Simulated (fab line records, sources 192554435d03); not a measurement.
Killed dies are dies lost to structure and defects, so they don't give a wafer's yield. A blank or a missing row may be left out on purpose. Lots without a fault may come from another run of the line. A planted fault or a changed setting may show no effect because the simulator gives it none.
Split-lot experiment | flow n5_finfet | 7 lots, 21 wafers read, on a route of 1938 steps

THE SPLIT
At N5_BEOL_M7_EXPOSE_08 (exposes mask M7), the setting dose_mj was moved away from the recipe's 68.25 on 8 of the 21 wafers read, by -7.3% to +6.3%. The other wafers ran this setting at the recipe's value.

FROM THE SPLIT TO THE READING: what the file shows between them, 10 steps
- N5_BEOL_M7_PEB_09: peb time 60 s
- N5_BEOL_M7_DEVELOP_10: develop time 30 s
- N5_BEOL_M7_CD_MEAS_11: target cd 38.5 nm
- N5_BEOL_M7_ETCH_61: etches SiARC in CF4, target depth 45.5 nm, time 75.8 s (also split here: source_w)
- N5_BEOL_M7_ETCH_62: etches SOC in N2/H2, target depth 110 nm, overetch 22 nm, time 165 s
- N5_BEOL_M7_VIA_ETCH_34: etches SiCOH lowk in C4F6/O2, target depth 125.5 nm, time 50.5 s (also split here: source_w)
- N5_BEOL_M7_ETCH_41: etches SiCN in CH3F/O2, target depth 31.9 nm, time 57.8 s (also split here: bias_w)
- N5_BEOL_M7_STRIP_80: strips in N2/H2, time 10 s
- N5_BEOL_M7_PRECLEAN_42: cleans in residue remover, time 60 s
- N5_BEOL_M7_SRD_43: time 30 s

THE READING
cd_nm, in nm, at N5_BEOL_M7_CD_MEAS_35 (target cd 40 nm). Fault-free wafers of this fab line usually give 40.1 nm, standard deviation 0.8 nm.

wafer  | tool, chamber at the split | dose_mj as run | against the recipe | cd_nm, nm | against lot-mates on the recipe
L077.2 | arfi_scanner-01, 0         | 68.25          | recipe             | 39.4      | -
L077.3 | arfi_scanner-01, 0         | 68.25          | recipe             | 40.4      | -
L077.5 | arfi_scanner-01, 0         | 66.29          | -2.9%              | 39.4      | -0.5
L078.2 | arfi_scanner-02, 0         | 68.25          | recipe             | 40.1      | -
L078.3 | arfi_scanner-02, 0         | 72.54          | +6.3%              | 43.1      | +2.5
L078.5 | arfi_scanner-02, 0         | 68.25          | recipe             | 41.1      | -
L080.2 | arfi_scanner-02, 0         | 71.33          | +4.5%              | 42.2      | +1.0
L080.3 | arfi_scanner-02, 0         | 68.25          | recipe             | 41.2      | -
L080.4 | arfi_scanner-02, 0         | 71.33          | +4.5%              | 43.0      | +1.8
L079.3 | arfi_scanner-02, 0         | 68.25          | recipe             | 41.2      | -
L079.4 | arfi_scanner-02, 0         | 68.25          | recipe             | 40.7      | -
L079.6 | arfi_scanner-02, 0         | 68.25          | recipe             | 39.9      | -
L086.1 | arfi_scanner-02, 0         | 63.3           | -7.3%              | 36.2      | -2.5
L086.2 | arfi_scanner-02, 0         | 68.25          | recipe             | 39.1      | -
L086.3 | arfi_scanner-02, 0         | 68.25          | recipe             | 38.4      | -
L091.1 | arfi_scanner-02, 0         | 72.18          | +5.8%              | 43.3      | +4.0
L091.4 | arfi_scanner-02, 0         | 68.25          | recipe             | 39.3      | -
L091.6 | arfi_scanner-02, 0         | 72.18          | +5.8%              | 44.0      | +4.7
L090.3 | arfi_scanner-03, 0         | 68.25          | recipe             | 40.8      | -
L090.5 | arfi_scanner-03, 0         | 68.25          | recipe             | 40.7      | -
L090.6 | arfi_scanner-03, 0         | 69.93          | +2.5%              | 40.4      | -0.4

THE FIT
A straight line over all 21 wafers: cd_nm changes by +0.523 nm for each +1% of dose_mj; r = +0.90; the points scatter about the line by 0.81 nm.
The same after taking each lot's own level away (the mean of its wafers on the recipe; 21 wafers): +0.448 nm for each +1%; r = +0.87; scatter 0.82 nm.
On that fit, the largest move of dose_mj shifts the reading by 3.3 nm.
The lots' own levels span 38.75 to 41.20 nm, that is 3.1 times the standard deviation above.
So the lot-to-lot level changes the slope: the two fits differ.
Check: with one of the wafers moved furthest among these (-7.3%) left out of the fit, the line predicts -3.54 nm for it against its lot-mates. It came out at -2.55 nm against them.

OTHER SPLITS ON THESE WAFERS
These wafers also went through other splits before the reading. Each is held against what the fit with the lots' levels taken away leaves over:
other split on the same wafers    | wafers away from the commonest value | r with cd_nm (lot level and that fit taken away)
N5_BEOL_M5_ILD_DEP_00 time_s      | 7                                    | +0.06
N5_BEOL_M5_HM_DEP_02 target_thk_a | 6                                    | +0.04
N5_BEOL_M6_HM_DEP_02 target_thk_a | 7                                    | +0.28
N5_BEOL_M6_COAT_05 spin_rpm       | 10                                   | +0.10
N5_BEOL_M7_ETCH_61 source_w       | 7                                    | -0.39
N5_BEOL_M7_VIA_ETCH_34 source_w   | 10                                   | +0.03
N5_BEOL_M7_ETCH_41 bias_w         | 8                                    | +0.13

THE WHOLE CHAIN: every reading that the file lists as answering this split, in the file's order
step                  | what it does                                                         | reading                                                               | change (the file's fit)               | r (the file's)
N5_BEOL_M7_CD_MEAS_11 | target cd 38.5 nm                                                    | cd_nm                                                                 | +0.403 nm for each +1% of the setting | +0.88
N5_BEOL_M7_ETCH_62    | etches SOC in N2/H2, target depth 110 nm, overetch 22 nm, time 165 s | BEOL_M7.cd_offset_nm (the simulator's own value, which no gauge read) | +0.398 nm for each +1% of the setting | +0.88
N5_BEOL_M7_CD_MEAS_35 | target cd 40 nm                                                      | cd_nm                                                                 | +0.412 nm for each +1% of the setting | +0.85

THE FILE'S OWN FIT
cd_nm changes by +0.412 nm for each +1% of dose_mj, r = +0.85.
